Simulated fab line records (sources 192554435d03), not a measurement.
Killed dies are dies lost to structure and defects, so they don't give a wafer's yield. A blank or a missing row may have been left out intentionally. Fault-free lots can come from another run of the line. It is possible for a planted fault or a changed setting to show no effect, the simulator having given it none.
Matching of chambers / flow n5Finfet / N5_BEOL_M0_SAQP_ILD_DEP_01 on pecvd-01 has 3 sister chambers
The step deposits SiOC from DEMS/O2, target thk 45.419 nm, time 8.7 s. 6 wafers are shown with their chamber, then 8 later ones without.

== EACH WAFER AND ITS CHAMBER ==
wafer=L080.4; chamber=1; throttleValvePct (%)=13.6; heaterPowerW (W)=433
wafer=L084.6; chamber=1; throttleValvePct (%)=14.0; heaterPowerW (W)=519
wafer=L086.2; chamber=0; throttleValvePct (%)=10.9; heaterPowerW (W)=525
wafer=L086.3; chamber=2; throttleValvePct (%)=11.0; heaterPowerW (W)=532
wafer=L086.5; chamber=2; throttleValvePct (%)=11.5; heaterPowerW (W)=527
wafer=L091.1; chamber=0; throttleValvePct (%)=10.8; heaterPowerW (W)=507

== WAFERS WHOSE CHAMBER IS MISSING ==
wafer=L091.2; throttleValvePct (%)=13.8; heaterPowerW (W)=509
wafer=L091.6; throttleValvePct (%)=10.9; heaterPowerW (W)=512
wafer=L095.2; throttleValvePct (%)=10.4; heaterPowerW (W)=602
wafer=L095.3; throttleValvePct (%)=13.9; heaterPowerW (W)=416
wafer=L095.5; throttleValvePct (%)=10.8; heaterPowerW (W)=562
wafer=L096.2; throttleValvePct (%)=11.0; heaterPowerW (W)=564
wafer=L096.4; throttleValvePct (%)=13.8; heaterPowerW (W)=517
wafer=L096.5; throttleValvePct (%)=11.3; heaterPowerW (W)=563

== CHAMBER TAKEN BY EACH ==
wafer=L091.2; from the rows above=1; in truth=1
wafer=L091.6; from the rows above=can't be placed: 0 or 2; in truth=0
wafer=L095.2; from the rows above=can't be placed: 0 or 2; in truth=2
wafer=L095.3; from the rows above=1; in truth=1
wafer=L095.5; from the rows above=can't be placed: 0 or 2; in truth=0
wafer=L096.2; from the rows above=can't be placed: 2 or 0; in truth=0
wafer=L096.4; from the rows above=1; in truth=1
wafer=L096.5; from the rows above=can't be placed: 2 or 0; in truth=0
Correct placement for 3 of the 8. Unplaceable from these rows: 5, with the true chamber sitting among the candidates in 5. 0 placed wrongly.
How it was worked out, from the rows above alone: a wafer's distance from a chamber is the root of the sum, over the readings, of the square of ((its reading less the chamber's mean) divided by the reading's scatter). If the next closest chamber is less than 2 further off than the closest, the wafer can't be placed; otherwise it belongs to the closest. For every chamber, the mean is computed from those of its wafers that are shown. The scatter: take each reading less its chamber's mean, square it, sum over the shown wafers, divide by the number of wafers less the number of chambers, and take the root.
